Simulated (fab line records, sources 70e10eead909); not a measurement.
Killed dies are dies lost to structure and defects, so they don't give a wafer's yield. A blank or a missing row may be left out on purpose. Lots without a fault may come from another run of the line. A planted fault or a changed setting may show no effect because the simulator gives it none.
A struck lot beside a sound one | flow nand_harc | 17 steps out of a route of 1302
Sound: wafers L449.1, L449.3, L449.4. Struck: wafer L462.5. (L462.2, L462.3 of the same lot were not struck and are left out.) The cause comes at the end.
At each step with rows: each side's tool, then ch and its chambers, then its first start. Under that, the readings that differ: sound wafers | struck wafers | difference of the means | sigmas: that difference in standard deviations of wafers without a fault.
alike: readings whose means differ by less than 2 such deviations, and words and numbers that are the same on both sides. not compared: withheld readings, readings that some wafer has no value for, bounds like >300 that may hide the same value, and numbers for which the record gives no deviation and whose values overlap.
The two part at a step that has a row with sigmas, a row that says differs or no value, or rows on one side only. Numbers that don't overlap but have no deviation are shown without sigmas and don't part them. A reading that every wafer of one side lacks parts them only if that side has two wafers or more.

NHARC_THIN_TSV_DEP_43: deposits SiO2, target thk 1328.5 nm.
  sound on pecvd-04 ch 1,2, day 26 11:41; struck on pecvd-01 ch 1, day 30 23:53
  alike: throttle_valve_pct
  not compared: since_wet_clean_h
then, 8 steps without rows for these wafers: NHARC_THIN_TSV_DEHYDRATE_04 (time 120 s); NHARC_THIN_TSV_HMDS_05 (time 30 s); NHARC_THIN_TSV_COAT_06; NHARC_THIN_TSV_SOFTBAKE_07 (time 95 s); NHARC_THIN_TSV_EBR_08; NHARC_THIN_TSV_EXPOSE_09 (exposes mask TSV); NHARC_THIN_TSV_PEB_10 (peb time 85 s); NHARC_THIN_TSV_DEVELOP_11 (time 70 s).
NHARC_THIN_TSV_CD_MEAS_12: target cd 1000 nm.
  sound on cd_sem-01 ch 0, day 26 12:31; struck on cd_sem-03 ch 0, day 31 00:43
  alike: cd_nm
then, 1 step without rows for these wafers: NHARC_THIN_TSV_HARDBAKE_13 (time 80 s).
NHARC_THIN_TSV_DESCUM_14: chemistry O2, time 3 s.
  sound on rie_diel-01 ch 0,1,2, day 26 12:41; struck on rie_diel-01 ch 2, day 31 00:54
  alike: drypump_motor_current_A, oes_product_au, rf_vpp_V, showerhead_plenum_p_Torr, throttle_valve_pct
  not compared: rf_hours_counter_h
NHARC_THIN_TSV_ETCH_44: etches the open film in CF4/O2, target depth 1594.2 nm, time 797.1 s.
  sound on rie_diel-01 ch 0,1,3, day 26 12:46; struck on rie_diel-01 ch 0, day 31 01:05
  reading               | sound             | struck | difference | sigmas
  oes_product_au (a.u.) | 1.002 1.007 0.999 | 1.244  | +0.241     | +25
  rf_fwd_power_W (W)    | 299.4 299.4 299.5 | 420.0  | +120.6     | +99 or more
  alike: bias_w, drypump_motor_current_A, rf_vpp_V, showerhead_plenum_p_Torr, throttle_valve_pct
  not compared: rf_hours_counter_h
NHARC_THIN_TSV_ETCH_15: target depth 3000 nm, bosch target overetch cycles 2, bosch etch step 2.8 s.
  sound on rie_si-06 ch 0,1,3, day 26 13:21; struck on rie_si-04 ch 3, day 31 01:33
  alike: drypump_motor_current_A
  not compared: rf_hours_counter_h
NHARC_THIN_TSV_CD_MEAS_16:
  sound on cd_sem-03, day 26 13:30; struck on cd_sem-02, day 31 01:42
  reading    | sound              | struck | difference | sigmas
  cd_nm (nm) | 998.1 997.5 1000.5 | 992.6  | -6.1       | -4
NHARC_THIN_TSV_STRIP_45: strips in O2.
  sound on plasma_asher-02 ch 0,1, day 26 13:34; struck on plasma_asher-01 ch 0, day 31 01:46
  reading                     | sound       | struck | difference | sigmas
  drypump_motor_current_A (A) | 5.8 5.8 5.7 | 4.7    | -1.1       | -2
  alike: heater_power_w
  not compared: rf_hours_counter_h
then, 1 step without rows for these wafers: NHARC_END_SORT_01.

WHERE THEY PART
First at NHARC_THIN_TSV_ETCH_44; last, within this record, at NHARC_THIN_TSV_STRIP_45.

WHY: what the simulator had put in
Process parameter drift: rie_diel-01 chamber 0, from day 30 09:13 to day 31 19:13, at NHARC_THIN_TSV_ETCH_44. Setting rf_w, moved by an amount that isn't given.
